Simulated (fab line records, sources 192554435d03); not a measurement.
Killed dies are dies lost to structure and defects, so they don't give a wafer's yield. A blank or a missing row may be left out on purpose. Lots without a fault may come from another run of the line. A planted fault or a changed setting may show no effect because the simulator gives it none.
Which tool did it? | flow n5_finfet | 9 lots, 27 wafers sampled, at 5 steps of a route of 1938

WHAT THE GAUGES READ, wafer by wafer
N5_SPACER0_INSPECT_04: inspects for defects (darkfield). Usual: raw_defect_count 131, standard deviation 28.
lot  | measured    | on                | raw_defect_count | flag
L828 | day 3 10:13 | defect_inspect-01 | 175 171 159      |
L829 | day 3 11:23 | defect_inspect-01 | 135 186 132      |
L834 | day 5 00:49 | defect_inspect-01 | 130 135 159      |
L837 | day 5 15:59 | defect_inspect-02 | 113 103 137      |
L840 | day 6 12:06 | defect_inspect-02 | 161 132 177      |
L842 | day 6 21:49 | defect_inspect-02 | 134 95 101       |
L843 | day 6 23:43 | defect_inspect-01 | 101 96 122       |
L849 | day 8 13:24 | defect_inspect-01 | 176 197 118      |
L850 | day 8 18:10 | defect_inspect-02 | 106 140 132      |

N5_BEOL_M4_RC_MEAS_101. Usual: DIBL_N 36.4 mV/V, standard deviation 2.7; DIBL_P 36 mV/V, standard deviation 3.2; IOFF_N 0.16 nA/um, standard deviation 0.046; IOFF_P 0.21 nA/um, standard deviation 0.055; ION_N 677 uA/um, standard deviation 15; ION_P 464 uA/um, standard deviation 11; SS_N 71.5 mV/dec, standard deviation 0.79; SS_P 73.3 mV/dec, standard deviation 0.93; VT_N 250 mV, standard deviation 4.1; VT_P -251 mV, standard deviation 4.4.
lot  | measured     | on        | DIBL_N (mV/V)  | DIBL_P (mV/V) | IOFF_N (nA/um) | IOFF_P (nA/um) | ION_N (uA/um) | ION_P (uA/um) | SS_N (mV/dec)  | SS_P (mV/dec)  | VT_N (mV)   | VT_P (mV)      | flag
L828 | day 7 22:32  | prober-02 | 37.0 43.5 39.5 | 35 44 38      | 0.16 0.32 0.22 | 0.21 0.42 0.29 | 680 733 692   | 467 500 479   | 71.0 72.7 71.5 | 73.8 76.2 73.5 | 249 242 244 | -249 -240 -245 |
L829 | day 9 09:14  | prober-02 | 36.1 37.3 37.3 | 36 37 38      | 0.15 0.18 0.18 | 0.20 0.23 0.24 | 674 681 689   | 469 471 474   | 70.7 71.8 71.7 | 72.6 74.1 73.8 | 250 247 246 | -248 -250 -248 |
L834 | day 10 16:34 | prober-01 | 32.3 36.5 33.2 | 32 38 33      | 0.10 0.17 0.11 | 0.15 0.23 0.16 | 669 687 665   | 465 472 458   | 70.9 71.7 70.6 | 71.4 72.6 71.4 | 255 248 251 | -253 -250 -252 |
L837 | day 10 22:13 | prober-02 | 36.4 37.7 36.7 | 37 38 36      | 0.16 0.19 0.15 | 0.22 0.23 0.19 | 677 709 672   | 468 480 457   | 71.0 71.3 71.5 | 74.2 73.8 73.1 | 247 243 251 | -248 -249 -252 |
L840 | day 11 23:30 | prober-01 | 34.6 39.2 42.8 | 35 41 45      | 0.13 0.20 0.29 | 0.16 0.24 0.35 | 667 671 698   | 461 459 474   | 71.4 72.4 73.4 | 72.8 74.0 75.4 | 254 251 245 | -254 -249 -246 |
L842 | day 12 11:10 | prober-01 | 34.2 35.1 39.3 | 34 34 39      | 0.13 0.13 0.24 | 0.17 0.17 0.25 | 651 663 680   | 447 452 458   | 71.6 70.4 72.6 | 73.1 72.6 73.8 | 251 252 247 | -252 -252 -247 |
L843 | day 12 02:02 | prober-01 | 36.6 40.7 37.0 | 38 43 40      | 0.16 0.25 0.16 | 0.19 0.26 0.21 | 692 694 668   | 463 461 454   | 71.7 72.5 70.8 | 73.7 74.8 73.7 | 248 247 254 | -253 -250 -254 |
L849 | day 14 07:22 | prober-02 | 40.0 36.7 41.0 | 38 34 40      | 0.21 0.14 0.23 | 0.22 0.16 0.25 | 677 659 689   | 457 448 467   | 72.4 71.2 72.3 | 73.5 72.5 74.2 | 249 253 247 | -253 -257 -252 |
L850 | day 14 07:26 | prober-01 | 28.6 32.5 32.1 | 29 32 33      | 0.06 0.11 0.11 | 0.09 0.12 0.13 | 633 658 677   | 435 440 462   | 70.3 71.0 70.6 | 70.7 71.9 71.7 | 264 256 253 | -265 -259 -259 |

WHICH TOOL RAN EACH LOT (tool, then ch and the chambers of the sampled wafers, then the start)
lot  | N5_SD_EPI_N_SD_RECESS_17        | N5_SD_EPI_P_COAT_35              | N5_SD_EPI_P_ETCH_37
L828 | rie_si-03 ch 2,3, day 3 11:46   | litho_track-01 ch 0, day 3 15:09 | rie_diel-05 ch 2,3, day 3 15:50
L829 | rie_si-01 ch 0,1,2, day 3 12:33 | litho_track-05 ch 0, day 3 15:50 | rie_diel-02 ch 0,1,2, day 3 16:31
L834 | rie_si-03 ch 0,2, day 5 01:59   | litho_track-01 ch 0, day 5 05:26 | rie_diel-03 ch 0,2,3, day 5 06:04
L837 | rie_si-01 ch 1,2,3, day 5 17:02 | litho_track-02 ch 0, day 5 20:20 | rie_diel-02 ch 0,1,3, day 5 20:54
L840 | rie_si-02 ch 0,2, day 6 13:09   | litho_track-05 ch 0, day 6 16:28 | rie_diel-05 ch 0,3, day 6 17:01
L842 | rie_si-03 ch 0,1,3, day 6 23:06 | litho_track-01 ch 0, day 7 02:23 | rie_diel-03 ch 1,2, day 7 02:48
L843 | rie_si-02 ch 0,1,3, day 7 00:53 | litho_track-01 ch 0, day 7 04:16 | rie_diel-03 ch 1,2,3, day 7 05:01
L849 | rie_si-03 ch 0,1,2, day 8 14:27 | litho_track-02 ch 0, day 8 18:34 | rie_diel-03 ch 0,1,2, day 8 19:07
L850 | rie_si-02 ch 0,1,2, day 8 19:20 | litho_track-05 ch 0, day 8 22:38 | rie_diel-03 ch 0,1,3, day 8 23:03
- N5_SD_EPI_N_SD_RECESS_17: chemistry HBr/Cl2/O2, target depth 41 nm, time 23.7 s, bt time 3 s.
- N5_SD_EPI_P_COAT_35: time 60 s, resist thk 35 nm.
- N5_SD_EPI_P_ETCH_37: etches SOC in N2/H2, overetch 108 nm, time 486 s.

WHAT THE TOOLS THEMSELVES READ (means of the sampled wafers that have a number; where no wafer has one, the mark that the record gives instead)
N5_SD_EPI_N_SD_RECESS_17. Usual: drypump_motor_current_A 5.6 A, standard deviation 0.49; oes_o_777_au 1.000 a.u., standard deviation 0.02; oes_product_au 1.002 a.u., standard deviation 0.019; throttle_valve_pct 36.9 %, standard deviation 0.45.
lot  | tool      | drypump_motor_current_A (A) | oes_o_777_au (a.u.) | oes_product_au (a.u.) | throttle_valve_pct (%) | flag
L828 | rie_si-03 | 5.6                         | 0.989               | 0.999                 | 36.7                   |
L829 | rie_si-01 | 5.8                         | 0.974               | 0.986                 | 37.4                   |
L834 | rie_si-03 | 6.2                         | 0.987               | 0.992                 | 36.5                   |
L837 | rie_si-01 | 5.3                         | 0.971               | 0.974                 | 37.4                   |
L840 | rie_si-02 | 6.1                         | 1.002               | 1.018                 | 37.4                   |
L842 | rie_si-03 | 5.7                         | 1.010               | 1.003                 | 36.8                   |
L843 | rie_si-02 | 5.5                         | 1.005               | 1.004                 | 37.0                   |
L849 | rie_si-03 | 5.7                         | 0.999               | 0.995                 | 36.5                   |
L850 | rie_si-02 | 5.9                         | 1.011               | 1.014                 | 37.2                   |

N5_SD_EPI_P_COAT_35. Usual: spin_speed_rpm 1499.7 rpm, standard deviation 0.96.
lot  | tool           | spin_speed_rpm (rpm) | flag
L828 | litho_track-01 | 1500.8               |
L829 | litho_track-05 | 1498.9               |
L834 | litho_track-01 | 1500.1               |
L837 | litho_track-02 | 1500.0               |
L840 | litho_track-05 | 1498.8               |
L842 | litho_track-01 | 1250.2               | OFF
L843 | litho_track-01 | 1249.3               | OFF
L849 | litho_track-02 | 1499.8               |
L850 | litho_track-05 | 1501.6               |

N5_SD_EPI_P_ETCH_37. Usual: drypump_motor_current_A 5.8 A, standard deviation 0.55; h2_flow_sccm 200.0 sccm, standard deviation 0.6; oes_product_au 0.68 a.u., standard deviation 0.068; rf_vpp_V 240.9 V, standard deviation 1.2; showerhead_plenum_p_Torr 2.56 Torr, standard deviation 0.081; throttle_valve_pct 23.78 %, standard deviation 0.29.
lot  | tool        | drypump_motor_current_A (A) | h2_flow_sccm (sccm) | oes_product_au (a.u.) | rf_vpp_V (V) | showerhead_plenum_p_Torr (Torr) | throttle_valve_pct (%) | flag
L828 | rie_diel-05 | 6.2                         | 199.8               | 0.68                  | 241.5        | 2.61                            | 23.99                  |
L829 | rie_diel-02 | 5.8                         | 200.0               | 0.69                  | 240.7        | 2.54                            | 23.46                  |
L834 | rie_diel-03 | 5.6                         | 200.1               | 0.64                  | 241.1        | 2.59                            | 24.21                  |
L837 | rie_diel-02 | 5.9                         | 199.6               | 0.68                  | 241.2        | 2.62                            | 23.62                  |
L840 | rie_diel-05 | 6.3                         | 199.7               | 0.67                  | 240.1        | 2.52                            | 23.77                  |
L842 | rie_diel-03 | 5.8                         | 201.2               | 0.63                  | 242.2        | 2.58                            | 24.29                  |
L843 | rie_diel-03 | 5.4                         | 200.1               | 0.65                  | 240.6        | 2.59                            | 24.12                  |
L849 | rie_diel-03 | 5.7                         | 199.9               | 0.79                  | 240.7        | 2.54                            | 23.92                  |
L850 | rie_diel-03 | 5.3                         | 200.3               | 0.72                  | 240.0        | 2.55                            | 23.91                  |

THE ANSWER, worked out from the rows above alone
Rule: a lot is off if the mean of its wafers that have a number lies more than 3 standard deviations from the usual mean. A lot without any number at a reading at which 4 lots or more have one is off too. The other lots that the step has rows for count as sound. The gauges are gone through in route order, then the tools' own readings, and for those a lot's mean is taken as printed above. The first step at which some lot is off is used, and at that step the reading that is off furthest; a lot without a number counts as furthest.
Off: L842, L843, at N5_SD_EPI_P_COAT_35 (spin_speed_rpm).
A tool fits if, at that step or a process step before it, it ran every lot that is off, and no sound lot after the first of them. One fits: litho_track-01 at N5_SD_EPI_P_COAT_35. Its last sound lot is L834 (day 5 05:26), its first lot that is off L842 (day 7 02:23): a fault that began between those two fits.
The tool's own readings at N5_SD_EPI_P_COAT_35 bear it out: on the lots that are off they differ by more than 5 times the standard deviation of the sound lots' means. spin_speed_rpm reads 1249.8 rpm there against 1500.0 rpm on the sound lots.

WHAT THE SIMULATOR HAD PUT IN
Process parameter drift: litho_track-01, from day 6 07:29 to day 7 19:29, at N5_SD_EPI_P_COAT_35. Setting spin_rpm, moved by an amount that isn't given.
Lots struck among those shown: L842, L843. The rule above found the same.
